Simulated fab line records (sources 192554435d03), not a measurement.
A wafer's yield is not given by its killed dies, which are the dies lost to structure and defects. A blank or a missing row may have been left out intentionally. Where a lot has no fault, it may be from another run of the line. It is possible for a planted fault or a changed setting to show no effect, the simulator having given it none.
What tool caused it? :: flow n5-finfet :: 10 lots (30 wafers sampled), 1 step of a 1938-step route

== WHAT THE GAUGES READ, wafer by wafer ==
N5_BEOL_M15_INSPECT_30: inspects for defects (macro).
lot: L564
measured: day 11 21:01
on: defect-inspect-02
raw-defect-count: 2 1 2

lot: L565
measured: day 12 02:17
on: defect-inspect-02
raw-defect-count: 1 1 2

lot: L569
measured: day 13 02:02
on: defect-inspect-02
raw-defect-count: 3 2 3

lot: L571
measured: day 13 11:53
on: defect-inspect-01
raw-defect-count: 2 2 4

lot: L573
measured: day 14 08:23
on: defect-inspect-02
raw-defect-count: 2 3 1

lot: L574
measured: day 14 08:44
on: defect-inspect-02
raw-defect-count: 2 0 2

lot: L577
measured: day 15 04:17
on: defect-inspect-02
raw-defect-count: 1 2 4

lot: L579
measured: day 15 14:55
on: defect-inspect-02
raw-defect-count: 2 4 2

lot: L585
measured: day 16 18:19
on: defect-inspect-02
raw-defect-count: 2 3 4

lot: L587
measured: day 18 13:16
on: defect-inspect-02
raw-defect-count: 2 2 2

== WHAT TOOL EACH LOT RAN ON (gives the tool, then ch and the chambers of the sampled wafers, and finally the start) ==
No process step before these readings appears in the record.

== AS READ BY THE TOOLS THEMSELVES (means over the sampled wafers that have a number; for cases with no such wafer, the mark the record gives instead) ==
The record holds no such reading with a usual standard deviation.

== THE ANSWER, worked out from the rows above alone ==
Rule: usual is defined by the lots themselves. The widest of any qualifying gaps counts: lots, ordered by their means at a reading, are off when they make up no more than a third of the lots, leave a main group of 4 or more, and stand apart from it by 3 or more times the standard deviation of that group's means. A main group is skipped when, at the precision printed for the reading in the tables above, its means are all equal. Also off: a lot with no number at a reading for which 4 or more lots have one. All remaining lots with rows at the step are treated as sound. After the gauges, taken in route order, come the tools' own readings; for these a lot's mean is taken, as printed above. At the first step where some lot is off, the reading lying furthest off is the one used; lots without a number count as furthest.
Across all readings shown, no lot is off: no conclusion can be drawn from this.

== WHAT THE SIMULATOR HAD PUT IN ==
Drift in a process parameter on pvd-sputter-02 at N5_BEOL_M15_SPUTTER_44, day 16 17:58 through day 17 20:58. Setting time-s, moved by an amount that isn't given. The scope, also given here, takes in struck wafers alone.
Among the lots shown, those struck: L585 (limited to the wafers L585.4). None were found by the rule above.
